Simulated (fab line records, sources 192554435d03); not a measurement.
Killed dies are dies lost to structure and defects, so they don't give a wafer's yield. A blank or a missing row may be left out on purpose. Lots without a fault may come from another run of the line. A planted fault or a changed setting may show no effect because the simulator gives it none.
Chamber matching | flow n5_finfet | N5_BEOL_M7_PECVD_70 on pecvd-03: 3 sister chambers
The step deposits SiO2 from TEOS/O2, target thk 20 nm, time 22.7 s. 6 wafers are shown with their chamber, then 8 later ones without.

WAFERS WITH THEIR CHAMBER
wafer  | chamber | throttle_valve_pct (%) | showerhead_plenum_p_Torr (Torr)
L077.1 | 0       | 23.4                   | 8.699
L082.6 | 0       | 23.5                   | 8.708
L086.2 | 2       | 21.0                   | 8.784
L086.3 | 1       | 22.2                   | 8.776
L086.6 | 2       | 20.7                   | 8.775
L090.1 | 1       | 21.9                   | 8.775

WAFERS WITHOUT THEIR CHAMBER
wafer  | throttle_valve_pct (%) | showerhead_plenum_p_Torr (Torr)
L090.4 | 22.1                   | 8.769
L090.5 | 20.8                   | 8.786
L093.2 | 22.1                   | 8.767
L093.5 | 21.1                   | 8.785
L093.6 | 21.9                   | 8.787
L094.2 | 22.0                   | 8.788
L094.3 | 23.4                   | 8.744
L094.4 | 23.4                   | 8.736

WHICH CHAMBER EACH WENT THROUGH
wafer  | from the rows above     | in truth
L090.4 | 1                       | 1
L090.5 | 2                       | 2
L093.2 | 1                       | 1
L093.5 | 2                       | 2
L093.6 | 1                       | 1
L094.2 | 1                       | 1
L094.3 | can't be placed: 0 or 1 | 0
L094.4 | 0                       | 0
Placed correctly: 7 of 8. Can't be placed from these rows: 1 (the true chamber is among the candidates in 1). Placed wrongly: 0.
How it was worked out, from the rows above alone: a wafer's distance from a chamber is the root of the sum, over the readings, of the square of ((its reading less the chamber's mean) divided by the reading's scatter). The wafer belongs to the nearest chamber; if the next one is less than 2 further off, it can't be placed. A chamber's mean is the mean of its shown wafers. The scatter: the root of (the sum of the squares of (reading less its chamber's mean) over the shown wafers, divided by (wafers less chambers)).
